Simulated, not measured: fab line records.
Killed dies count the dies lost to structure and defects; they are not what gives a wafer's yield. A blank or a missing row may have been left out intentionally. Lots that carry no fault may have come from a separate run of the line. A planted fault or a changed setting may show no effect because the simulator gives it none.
fab line records	flow nand-harc
[record] lots = 13	wafers = 39	last-day = 32
route steps=1302 shown A_CONTACT@1049 THIN_TSV@1261 END@1302
lots that met no fault: from a run of the same line without faults
start-h: hours from the record's first day to the start of the lot's first wafer shown	wait-h: time in hours since the lot's previous step	" as in the row above	L1.1+2: several wafers, shown together as one row	- no value, or no start was given	* or withheld: withheld	< > ~ a bound
route shown NAME@n: a module of which the file shows steps, and the number in the route of the first	usual: average and standard deviation across the fault-free wafers	same: alike in all rows	chamber/n: place in a boat	sites: the reading at each site	_std_site: how widely they spread, as a standard deviation	_edge_site: inner sites' mean taken away from outer sites' mean	radius-mm: how far each site lies from the wafer's centre	mask NAME#n: copy n	behind: the last tool/chamber to shape the wafer	hold: why the lot went on hold/how many hours it stayed there/how the hold came to an end	device: transistor that didn't switch, given as n, p or np	end of line: the route-end tests of the same wafers	a step without rows: its recipe alone	killed: at the first sort, the dies lost to defects and structure; wafer yield is something else	map: per-die view of a wafer (x killed, . not killed, _ where there is no die)
set.NAME: the setting that was run; set.NAME@STEP: the one run at that earlier step	model.NAME: the simulator's own value behind a step, which no gauge read
route steps across a sampled set of lots; one table per step, one row per wafer
services: when a tool's chamber went out of use (start-h, in hours from the record's first day, below 0 if earlier), for how many hours, and the reason
[[steps]]
[step NHARC_A_CONTACT_ETCH_126]
[recipe] source-w = withheld	pressure-mtorr = 20	bias-v = 3000	time-s = 197	target-depth-a = 19180	ar-flow-sccm = withheld	c4f8-flow-sccm = withheld	o2-flow-sccm = withheld	chemistry = C4F8/O2/Ar
lot.wafer	tool	chamber	start-h	wait-h	rf-hours-counter-h
L542.3	har-cap-etch-02	0	496.53	0.1	-
L542.5	"	0	"	"	-
L542.6	"	1	"	"	-
L543.1	har-cap-etch-03	1	508.49	0.1	42
L543.5	"	0	"	"	-
L543.6	"	1	"	"	-
L544.1	har-cap-etch-02	0	517.68	0.1	95
L544.3	"	0	"	"	-
L544.6	"	1	"	"	-
L545.2	har-cap-etch-03	1	522.68	0.1	46
L545.4	"	1	"	"	-
L545.6	"	1	"	"	-
L547.1	har-cap-etch-03	1	548.18	0.1	49
L547.2	"	0	"	"	49
L547.6	"	0	"	"	-
L549.4	har-cap-etch-01	1	569.58	0.1	-
L549.5	"	1	"	"	-
L549.6	"	0	"	"	-
L548.2	har-cap-etch-03	1	570.96	0.1	52
L548.3	"	1	"	"	-
L548.5	"	0	"	"	-
L550.2	har-cap-etch-02	0	585.15	0.2	105
L550.4	"	1	"	"	-
L550.6	"	1	"	"	-
L552.2	har-cap-etch-02	1	601.82	0.2	109
L552.3	"	1	"	"	-
L552.6	"	0	"	"	-
L551.2	har-cap-etch-02	1	606.71	0.1	110
L551.1	"	0	"	"	110
L551.4	"	0	"	"	-
L555.1	har-cap-etch-02	0	617.65	0.1	112
L555.3	"	1	"	"	-
L555.4	"	0	"	"	-
L562.3	har-cap-etch-01	1	695.91	0.1	-
L562.4	"	0	"	"	-
L562.5	"	1	"	"	-
L564.2	har-cap-etch-02	1	714.64	0.1	130
L564.1	"	0	"	"	130
L564.4	"	1	"	"	-
[step NHARC_THIN_TSV_DESCUM_14]
[recipe] time-s = 3	o2-flow-sccm = 200	ar-flow-sccm = 0	bias-power-w = 0	chemistry = O2
[usual] drypump-motor-current-A = 5.6/0.4	oes-product-au = 0.996/0.012	rf-vpp-V = 57.9/0.89	showerhead-plenum-p-Torr = 1.93/0.094	throttle-valve-pct = 11.311/0.0087
lot.wafer	tool	chamber	start-h	wait-h	drypump-motor-current-A	oes-product-au	rf-hours-counter-h	rf-vpp-V	showerhead-plenum-p-Torr	throttle-valve-pct
L542.3	rie-diel-11	3	534.16	-	6.3	0.993	4.4	56.8	1.95	11.309
L542.6	"	0	"	"	5.4	1.000	-	57.8	1.79	11.304
L542.5	"	1	"	"	5.2	0.990	-	58.8	1.90	11.300
L543.1	rie-diel-07	1	549.53	-	5.0	0.989	3.4	58.6	2.01	11.303
L543.5	"	2	"	"	5.7	0.990	-	55.2	1.78	11.321
L543.6	"	3	"	"	5.7	0.999	-	58.5	1.87	11.302
L545.4	rie-diel-09	3	560.26	-	5.8	0.988	2.7	58.1	2.06	11.305
L545.2	"	2	"	"	5.2	1.006	2.4	58.9	2.05	11.303
L545.6	"	3	"	"	5.7	0.987	-	57.5	2.06	11.320
L544.3	rie-diel-07	3	562.11	-	5.7	0.997	3.4	57.4	1.87	11.319
L544.1	"	1	"	"	5.0	0.989	3.9	57.9	2.01	11.314
L544.6	"	3	"	"	5.6	0.985	-	57.1	1.87	11.325
L547.2	rie-diel-11	1	590.56	-	5.2	0.996	10.0	57.0	1.90	11.304
L547.1	"	0	"	"	5.4	1.000	8.6	57.6	1.79	11.305
L547.6	"	3	"	"	6.2	0.989	-	58.6	1.95	11.311
L549.4	rie-diel-09	1	609.54	-	5.9	1.007	4.5	58.2	1.99	11.312
L549.6	"	2	"	"	5.2	1.021	-	58.6	2.05	11.314
L549.5	"	3	"	"	5.7	0.989	-	57.3	2.05	11.316
L548.2	rie-diel-09	0	610.85	-	5.3	0.996	5.1	56.5	1.93	11.306
L548.3	"	3	"	"	5.7	1.000	5.0	58.0	2.06	11.320
L548.5	"	0	"	"	5.3	0.980	-	56.5	1.93	11.306
L550.4	rie-diel-09	3	626.88	-	5.8	0.982	5.7	56.5	2.06	11.311
L550.2	"	0	"	"	5.3	0.971	5.8	58.8	1.93	11.311
L550.6	"	3	"	"	5.7	0.982	-	59.5	2.06	11.309
L552.3	rie-diel-07	2	647.27	-	5.7	1.012	8.9	57.4	1.78	11.304
L552.2	"	1	"	"	5.0	0.994	9.0	59.4	2.01	11.314
L552.6	"	2	"	"	5.6	1.006	-	57.4	1.78	11.300
L551.4	rie-diel-09	2	651.52	-	5.2	1.001	6.8	58.8	2.05	11.315
L551.2	"	0	"	"	5.3	0.982	7.1	58.0	1.93	11.319
L551.1	"	1	"	"	5.9	1.001	7.1	58.1	1.99	11.310
L555.4	rie-diel-07	2	660.60	-	5.7	0.992	0.0	57.3	1.78	11.298
L555.3	"	3	"	"	5.7	0.985	0.0	59.9	1.87	11.328
L555.1	"	1	"	"	5.0	1.000	0.0	58.3	2.01	11.309
L562.4	rie-diel-11	0	735.14	-	5.4	1.021	6.6	56.5	1.79	11.305
L562.3	"	1	"	"	5.2	1.003	7.6	59.7	1.90	11.305
L562.5	"	0	"	"	5.4	1.004	-	57.8	1.79	11.325
L564.2	rie-diel-09	2	755.90	-	5.2	1.011	3.1	59.2	2.05	11.303
L564.1	"	0	"	"	5.3	0.989	2.6	59.2	1.92	11.305
L564.4	"	0	"	"	5.3	0.988	-	58.5	1.92	11.296
[step NHARC_THIN_TSV_STRIP_45]
[recipe] power-w = 1500	temp-c = 250	chemistry = O2
[usual] drypump-motor-current-A = 5.8/0.53	heater-power-w = 322/24
lot.wafer	tool	chamber	start-h	wait-h	drypump-motor-current-A	heater-power-w	rf-hours-counter-h
L542.3	plasma-asher-01	0	535.11	0.2	6.4	284	-
L542.6	"	0	"	"	6.4	290	-
L542.5	"	1	"	"	5.0	317	-
L543.1	plasma-asher-01	0	550.38	0.1	6.5	287	4
L543.5	"	0	"	"	6.5	287	-
L543.6	"	1	"	"	5.0	318	-
L545.2	plasma-asher-02	0	561.17	0.1	6.0	340	27
L545.4	"	0	"	"	6.0	336	-
L545.6	"	1	"	"	5.6	355	-
L544.1	plasma-asher-02	1	563.03	0.1	5.6	347	28
L544.3	"	0	"	"	6.0	349	-
L544.6	"	0	"	"	6.0	348	-
L547.1	plasma-asher-02	1	591.56	0.1	5.7	351	33
L547.2	"	0	"	"	6.0	340	33
L547.6	"	1	"	"	5.6	344	-
L549.4	plasma-asher-01	0	610.53	0.2	6.5	282	-
L549.6	"	1	"	"	5.1	310	-
L549.5	"	0	"	"	6.4	279	-
L548.2	plasma-asher-01	1	611.75	0.1	5.1	330	17
L548.3	"	0	"	"	6.4	278	-
L548.5	"	0	"	"	6.4	285	-
L550.2	plasma-asher-01	1	627.75	0.1	5.1	319	21
L550.4	"	1	"	"	5.1	316	-
L550.6	"	0	"	"	6.5	286	-
L552.2	plasma-asher-01	1	648.20	0.1	5.0	323	24
L552.3	"	0	"	"	6.5	295	-
L552.6	"	1	"	"	5.1	322	-
L551.2	plasma-asher-02	0	652.40	0.1	6.0	322	7
L551.1	"	1	"	"	5.7	350	7
L551.4	"	1	"	"	5.7	345	-
L555.1	plasma-asher-02	0	661.52	0.1	6.0	329	10
L555.4	"	1	"	"	5.7	342	-
L555.3	"	0	"	"	6.0	326	-
L562.4	plasma-asher-01	1	736.11	0.2	5.0	325	-
L562.3	"	0	"	"	6.5	295	-
L562.5	"	0	"	"	6.5	291	-
L564.2	plasma-asher-02	0	756.90	0.1	6.0	325	31
L564.1	"	1	"	"	5.6	352	31
L564.4	"	0	"	"	6.0	327	-
[step NHARC_THIN_TSV_DEGAS_49]
[recipe] temp-c = 300	time-s = 120
[usual] heater-power-w = 480/44
lot.wafer	tool	chamber	start-h	wait-h	heater-power-w
L542.3	pvd-sputter-01	-	536.77	0.1	533
L542.6	"	-	"	"	470
L542.5	"	-	"	"	521
L543.1	pvd-sputter-02	-	552.11	0.1	521
L543.5	"	-	"	"	515
L543.6	"	-	"	"	541
L545.4	pvd-sputter-01	-	562.86	0.1	459
L545.2	"	-	"	"	526
L545.6	"	-	"	"	494
L544.1	pvd-sputter-03	-	564.72	0.1	407
L544.3	"	-	"	"	466
L544.6	"	-	"	"	499
L547.2	pvd-sputter-03	-	593.30	0.2	482
L547.1	"	-	"	"	409
L547.6	"	-	"	"	454
L549.4	pvd-sputter-02	-	612.17	0.1	546
L549.5	"	-	"	"	544
L549.6	"	-	"	"	469
L548.2	pvd-sputter-01	-	613.48	0.2	502
L548.3	"	-	"	"	485
L548.5	"	-	"	"	512
L550.2	pvd-sputter-02	-	629.48	0.2	535
L550.4	"	-	"	"	459
L550.6	"	-	"	"	502
L552.3	pvd-sputter-03	-	649.89	0.1	457
L552.2	"	-	"	"	492
L552.6	"	-	"	"	464
L551.2	pvd-sputter-03	-	654.13	0.1	447
L551.4	"	-	"	"	439
L551.1	"	-	"	"	405
L555.4	pvd-sputter-02	-	663.36	0.1	433
L555.1	"	-	"	"	545
L555.3	"	-	"	"	490
L562.3	pvd-sputter-03	-	737.79	0.1	554
L562.4	"	-	"	"	422
L562.5	"	-	"	"	403
L564.2	pvd-sputter-01	-	758.71	0.1	515
L564.1	"	-	"	"	488
L564.4	"	-	"	"	543
[step NHARC_END_SORT_01]
[recipe] temp-c = 25
[usual] killed-at-array = 52/19	killed-at-other = 1.0/1.2	killed-at-periphery = 4.1/2.8	killed-dies = 57/19	killed-open = 3.1/1.7	killed-short = 2.5/1.5
[same] gross-dies = 677
lot.wafer	tool	chamber	start-h	wait-h	killed-at-array	killed-at-other	killed-at-periphery	killed-dies	killed-open	killed-short
L551.1	prober-01	0	666.72	2.5	98	0	4	102	4	4
L551.2	prober-01	0	667.51	2.8	134	0	6	140	3	3
L551.4	prober-01	0	669.10	3.4	88	1	1	90	2	1
L555.1	prober-01	0	682.56	2.5	137	2	0	139	4	1
L555.3	prober-01	0	684.19	3.1	165	3	2	170	2	0
L555.4	prober-01	0	685.01	3.4	115	1	3	119	4	2
// killed by level:class
L551.1 A_CONTACT:unspecified=76 A_CHANNEL_HOLE_D1:chamber-film-flake=4 A_CHANNEL_HOLE_D2:chamber-film-flake=3 A_WL_FILL:geometric-particle:short=2 A_BLC:geometric-particle:open=2 P_STI:chamber-film-flake=2 A_SLIT:chamber-film-flake=2 A_CONTACT:chamber-film-flake=2
L551.2 A_CONTACT:unspecified=110 A_CHANNEL_HOLE_D1:chamber-film-flake=12 A_CHANNEL_HOLE_D2:chamber-film-flake=4 P_CONTACT:geometric-particle:open=2 P_CONTACT:geometric-particle:short=1 P_M1:geometric-particle:short=1 A_ONON_D1:geometric-particle:short=1 A_CONTACT:geometric-particle:open=1
L551.4 A_CONTACT:unspecified=74 A_CHANNEL_HOLE_D1:chamber-film-flake=10 P_M2:geometric-particle:open=1 A_CHANNEL_HOLE_D1:geometric-particle:short=1 A_CHANNEL_FILL_D2:geometric-particle:open=1 A_CHANNEL_HOLE_D2:chamber-film-flake=1 A_BLC:chamber-film-flake=1 THIN_TSV:chamber-film-flake=1
L555.1 A_CONTACT:unspecified=73 A_SLIT:chamber-film-flake=43 A_CHANNEL_HOLE_D1:chamber-film-flake=9 A_CHANNEL_HOLE_D2:chamber-film-flake=5 HYBRID_BOND:chamber-film-flake=2 A_ONON_D2:geometric-particle:open=1 A_ONON_D2:geometric-particle:short=1 A_STAIRCASE:geometric-particle:open=1
L555.3 A_CONTACT:unspecified=93 A_CHANNEL_HOLE_D1:chamber-film-flake=32 A_SLIT:chamber-film-flake=24 A_CHANNEL_HOLE_D2:chamber-film-flake=12 HYBRID_BOND:chamber-film-flake=2 P_CONTACT:geometric-particle:open=1 A_CHANNEL_FILL_D2:geometric-particle:open=1 P_ZERO_WELL:chamber-film-flake=1
L555.4 A_CONTACT:unspecified=70 A_CHANNEL_HOLE_D1:chamber-film-flake=14 A_SLIT:chamber-film-flake=11 A_CHANNEL_HOLE_D2:chamber-film-flake=10 A_DECK1_JOINT:chamber-film-flake=3 P_GATE:chamber-film-flake=2 A_CONTACT:chamber-film-flake=2 P_M0:geometric-particle:open=1
[[services]]
tool	chamber	start-h	hours	kind
har-cap-etch-03	-	477.98	0.5	repair
rie-diel-09	-	497.13	9.0	pm
plasma-asher-01	-	512.78	0.7	repair
plasma-asher-01	-	519.26	9.0	pm
rie-diel-07	0	519.53	3.6	repair
pvd-sputter-03	-	526.00	10.0	pm
plasma-asher-02	-	559.28	1.2	repair
pvd-sputter-01	-	563.13	6.5	repair
rie-diel-07	0	582.71	5.8	repair
rie-diel-09	0	598.93	6.7	repair
pvd-sputter-02	-	600.29	7.4	repair
plasma-asher-02	-	603.00	9.0	pm
pvd-sputter-01	-	603.30	0.6	repair
pvd-sputter-01	-	631.36	3.2	repair
pvd-sputter-02	-	644.25	4.9	repair
rie-diel-07	-	648.21	9.0	pm
plasma-asher-02	-	671.82	1.4	repair
rie-diel-09	-	674.13	9.0	pm
plasma-asher-01	-	696.26	9.0	pm
pvd-sputter-03	-	704.00	10.0	pm
rie-diel-09	2	738.39	4.5	repair
rie-diel-09	1	752.81	3.5	repair
har-cap-etch-02	-	754.00	17.0	pm
rie-diel-09	1	757.83	4.5	repair
[[key]]
[first-sign] step = NHARC_END_SORT_01	reading = killed-at-array	direction = up	sigmas = 3.7	usual = 52	struck = 123
[effect] step = NHARC_END_SORT_01	reading = killed-dies	direction = up	sigmas = 3.7	usual = 57	struck = 127
[more-kills-born-at] NHARC_A_CONTACT_ETCH_126@har-cap-etch-02 = 482
met-at NHARC_A_CONTACT_ETCH_126
struck-lots L551,L555
tester-left-out L551,L555
not-acting-at NHARC_THIN_TSV_DESCUM_14,NHARC_THIN_TSV_STRIP_45,NHARC_THIN_TSV_DEGAS_49
onset-between 601.82 606.71
[fault] kind = chamber-particle-source	tool = har-cap-etch-02	chamber = -	onset-h = 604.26	steps = NHARC_A_CONTACT_ETCH_126	rate-per-visit-cm2 = 1.9317	end-h = 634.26
// tester-left-out: of these lots the tester's yield and bins aren't shown, on N5 and GAA mostly nor the transistor test; their killed dies are dies lost to structure and defects alone, not to doping, threshold or leakage, so they don't give the yield
